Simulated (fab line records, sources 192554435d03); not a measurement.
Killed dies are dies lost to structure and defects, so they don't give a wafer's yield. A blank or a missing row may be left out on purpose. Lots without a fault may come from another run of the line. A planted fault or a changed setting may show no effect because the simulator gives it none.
One fault seen from 3 desks | flow n5_finfet | each desk has only its own numbers; what lay behind them comes last

THE DEFECT DESK
What the inspections along the route counted, lot by lot: means of the sampled wafers that have a number. A lot is out of limits, marked OUT, if its mean lies more than 4 standard deviations from the usual mean; the brackets give that distance.
Columns: A = raw_defect_count at N5_MOL_CONTACT_COAG_INSPECT_10, usual 78
lot  | first seen here | A
L347 | day 4 20:56     | 61
L352 | day 6 06:50     | 72
L353 | day 6 10:48     | 75
L354 | day 6 15:13     | 46
L355 | day 6 22:04     | 77
L356 | day 7 02:17     | 77
L359 | day 7 23:50     | 65
L360 | day 8 04:28     | 61
L361 | day 8 08:28     | 65
L368 | day 10 05:30    | 105
This desk's finding: nothing out of limits on any of the 10 lots.

THE METROLOGY DESK
What the gauges read, lot by lot, whatever tool the lot ran on: means of the sampled wafers that have a number. A lot is out of limits, marked OUT, if its mean lies more than 4 standard deviations from the usual mean; the brackets give that distance. Of its 10 readings 7 are shown: those that lie furthest out on some lot.
Columns: A = DIBL_N at N5_BEOL_M4_RC_MEAS_101, usual 36.5 mV/V; B = DIBL_P at N5_BEOL_M4_RC_MEAS_101, usual 36.5 mV/V; C = IOFF_N at N5_BEOL_M4_RC_MEAS_101, usual 0.17 nA/um; D = IOFF_P at N5_BEOL_M4_RC_MEAS_101, usual 0.22 nA/um; E = ION_P at N5_BEOL_M4_RC_MEAS_101, usual 463 uA/um; F = SS_N at N5_BEOL_M4_RC_MEAS_101, usual 71.6 mV/dec; G = VT_P at N5_BEOL_M4_RC_MEAS_101, usual -250 mV
lot  | first seen here | A    | B    | C    | D    | E   | F    | G
L347 | day 8 08:12     | 36.3 | 35.7 | 0.16 | 0.19 | 457 | 71.3 | -254
L353 | day 9 19:58     | 35.4 | 34.4 | 0.14 | 0.19 | 460 | 71.1 | -250
L352 | day 9 20:15     | 34.9 | 35.6 | 0.14 | 0.19 | 465 | 71.0 | -252
L354 | day 10 03:37    | 35.5 | 35.0 | 0.16 | 0.20 | 463 | 70.9 | -251
L355 | day 10 03:55    | 35.4 | 35.6 | 0.16 | 0.23 | 466 | 71.4 | -247
L356 | day 10 20:40    | 37.3 | 35.8 | 0.19 | 0.21 | 453 | 72.1 | -251
L359 | day 11 07:36    | 37.0 | 37.1 | 0.16 | 0.20 | 459 | 72.2 | -252
L360 | day 11 12:56    | 35.8 | 36.1 | 0.15 | 0.22 | 468 | 71.1 | -249
L361 | day 12 01:16    | 38.2 | 38.6 | 0.19 | 0.22 | 462 | 71.6 | -252
L368 | day 14 00:46    | 37.0 | 37.6 | 0.18 | 0.25 | 471 | 71.9 | -246
This desk's finding: nothing out of limits on any of the 10 lots.

THE TOOL OWNER'S DESK: ald_metal-01
The tool's own readings at N5_MOL_CONTACT_COAG_ALD_20 (deposits TiN, target thk 1.5 nm, pulse time 1 s, purge time 3 s): means of the sampled wafers that have a number, for each lot that ran on this tool. A lot is out of limits, marked OUT, if its mean lies more than 4 standard deviations from the usual mean; the brackets give that distance.
Columns: A = heater_power_outer_w at N5_MOL_CONTACT_COAG_ALD_20, usual 535 W; B = heater_power_w at N5_MOL_CONTACT_COAG_ALD_20, usual 870 W; C = precursor_pulse_height_rel at N5_MOL_CONTACT_COAG_ALD_20, usual 1.003
lot  | first seen here | A   | B   | C
L353 | day 6 12:15     | 543 | 874 | 0.994
L354 | day 6 16:19     | 550 | 873 | 0.990
L356 | day 7 04:34     | 503 | 812 | 0.981
L360 | day 8 07:18     | 545 | 867 | 1.001
L361 | day 8 09:29     | 493 | 838 | 0.999
This desk's finding: nothing out of limits on any of the 5 lots.

PUT TOGETHER
The defect desk saw nothing out of limits.
The metrology desk saw nothing out of limits.
The tool owner's desk saw nothing out of limits.

WHAT THE SIMULATOR HAD PUT IN
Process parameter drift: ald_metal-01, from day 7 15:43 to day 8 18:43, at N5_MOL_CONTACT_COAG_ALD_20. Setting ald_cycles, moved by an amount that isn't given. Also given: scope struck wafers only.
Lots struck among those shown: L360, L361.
